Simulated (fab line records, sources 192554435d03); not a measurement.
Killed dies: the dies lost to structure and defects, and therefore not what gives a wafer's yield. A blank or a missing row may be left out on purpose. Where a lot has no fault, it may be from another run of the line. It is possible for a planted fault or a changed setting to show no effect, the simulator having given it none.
Chamber matching ; flow n5 finfet ; N5_DUMMY_GATE_HM_OPEN_21 on rie diel-01 has 4 sister chambers
The step chemistry CH3F/O2, target SiNx, target depth 120 nm, time 171.4 s. 18 wafers are shown with their chamber, then 9 later ones without.

## WAFERS WITH THEIR CHAMBER
wafer;chamber;showerhead plenum p Torr (Torr);drypump motor current A (A);throttle valve pct (%)
L076.3;2;1.97;4.8;16.11
L076.5;0;2.16;5.8;16.48
L076.6;1;2.04;5.7;16.30
L077.2;0;2.16;5.8;16.48
L077.3;2;1.97;4.8;16.10
L077.4;1;2.04;5.7;16.32
L078.1;0;2.16;5.8;16.47
L078.4;3;2.07;5.5;16.29
L078.5;1;2.04;5.7;16.32
L084.1;3;2.07;5.6;16.32
L084.2;2;1.96;4.9;16.12
L084.6;0;2.15;5.8;16.50
L085.3;1;2.04;5.7;16.37
L085.5;3;2.07;5.5;16.31
L085.6;0;2.15;5.8;16.50
L089.1;1;2.03;5.7;16.36
L089.4;1;2.03;5.7;16.36
L089.6;0;2.15;5.8;16.50

SIGNATURES, as means of the wafers listed above
reading;chamber 0;chamber 1;chamber 2;chamber 3;scatter within a chamber
showerhead plenum p Torr;2.1550;2.0367;1.9667;2.0700;0.005
drypump motor current A;5.800;5.700;4.833;5.533;0.0309
throttle valve pct;16.4883;16.3383;16.1100;16.3067;0.0201
Rule: a wafer's distance from a chamber is the root of the sum, over the readings, of the square of ((its reading less the chamber's mean) divided by the reading's scatter). If the next closest chamber is less than 2 further off than the closest, the wafer can't be placed; otherwise it belongs to the closest. How the scatter is found: for the shown wafers, subtract from each reading the mean of its chamber, square and add these, divide the total by (wafers less chambers), then take the root.

## WAFERS WITHOUT THEIR CHAMBER
wafer;showerhead plenum p Torr (Torr);drypump motor current A (A);throttle valve pct (%)
L092.2;2.06;5.5;16.34
L092.4;2.15;5.8;16.52
L092.5;1.96;4.9;16.17
L093.1;2.06;5.6;16.34
L093.5;2.03;5.7;16.38
L093.6;1.96;4.8;16.16
L096.1;2.14;5.8;16.53
L096.3;2.03;5.7;16.38
L096.6;2.03;5.7;16.39

## CHAMBER TAKEN BY EACH
wafer;from the rows above;in truth
L092.2;3;3
L092.4;0;0
L092.5;2;2
L093.1;3;3
L093.5;1;1
L093.6;2;2
L096.1;0;0
L096.3;1;1
L096.6;1;1
9 of 9 placed correctly. Can't be placed from these rows: 0. Wrongly placed: 0.
